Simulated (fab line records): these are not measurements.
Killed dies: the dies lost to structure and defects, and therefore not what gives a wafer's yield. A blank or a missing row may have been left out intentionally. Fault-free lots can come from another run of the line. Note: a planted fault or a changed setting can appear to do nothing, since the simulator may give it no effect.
The tool behind it: which one? ; flow nand_harc ; 6 lots, 18 wafers sampled, at 5 steps of a route of 1302

WHAT THE GAUGES READ, wafer by wafer
NHARC_END_SORT_01.
lot;measured;on;killed_at_array
L837;day 28 22:23;prober-02;673 26 37

EACH LOT AND THE TOOL THAT RAN IT (in order: tool; ch and the chambers of the sampled wafers; start)
lot;NHARC_A_CHANNEL_FILL_D2_ETCHBACK_19;NHARC_THIN_TSV_DESCUM_14;NHARC_THIN_TSV_DEGAS_49;NHARC_THIN_TSV_ETCH_59
L827;rie_si-05 ch 0,1,2, day 14 23:42;rie_diel-05 ch 0,1,2, day 24 09:26;pvd_sputter-03, day 24 12:07;rie_metal-01 ch 0,1, day 24 15:29
L829;rie_si-03 ch 0,2,3, day 15 19:35;rie_diel-10 ch 0,1,2, day 24 22:47;pvd_sputter-03, day 25 01:28;rie_metal-03 ch 0,1, day 25 04:55
L832;rie_si-02 ch 1,2, day 17 05:43;rie_diel-05 ch 0,1, day 26 07:34;pvd_sputter-02, day 26 10:13;rie_metal-01 ch 1, day 26 13:36
L837;rie_si-02 ch 0,2, day 19 07:12;rie_diel-05 ch 0,2, day 28 06:47;pvd_sputter-02, day 28 09:25;rie_metal-01 ch 1, day 28 12:56
L848;rie_si-05 ch 0,1,3, day 23 19:31;rie_diel-07 ch 0,1,2, day 33 07:47;pvd_sputter-02, day 33 10:43;rie_metal-01 ch 0,1, day 33 14:11
L846;rie_si-03 ch 1,2,3, day 23 19:32;rie_diel-05 ch 1,2, day 34 00:10;pvd_sputter-01, day 34 02:54;rie_metal-02 ch 0,1, day 34 06:21
- NHARC_A_CHANNEL_FILL_D2_ETCHBACK_19: etches the open film in HBr/Cl2, target depth 5 nm, time 1.7 s.
- NHARC_THIN_TSV_DESCUM_14: chemistry O2, time 3 s.
- NHARC_THIN_TSV_DEGAS_49: time 120 s.
- NHARC_THIN_TSV_ETCH_59: etches the open film in Cl2/BCl3, target depth 880 nm, time 138.1 s.

THE ANSWER, worked out from the rows above alone
Rule: usual is defined by the lots themselves. The widest of any qualifying gaps counts: lots, ordered by their means at a reading, are off when they make up no more than a third of the lots, leave a main group of 4 or more, and stand apart from it by 3 or more times the standard deviation of that group's means. If all means in a main group match to the digits the tables above print for the reading, that group is not used. A lot without any number at a reading at which 4 lots or more have one is off too. All remaining lots with rows at the step are treated as sound.
No lot is off at any reading shown: from this, nothing can be told.

WHAT THE SIMULATOR HAD PUT IN
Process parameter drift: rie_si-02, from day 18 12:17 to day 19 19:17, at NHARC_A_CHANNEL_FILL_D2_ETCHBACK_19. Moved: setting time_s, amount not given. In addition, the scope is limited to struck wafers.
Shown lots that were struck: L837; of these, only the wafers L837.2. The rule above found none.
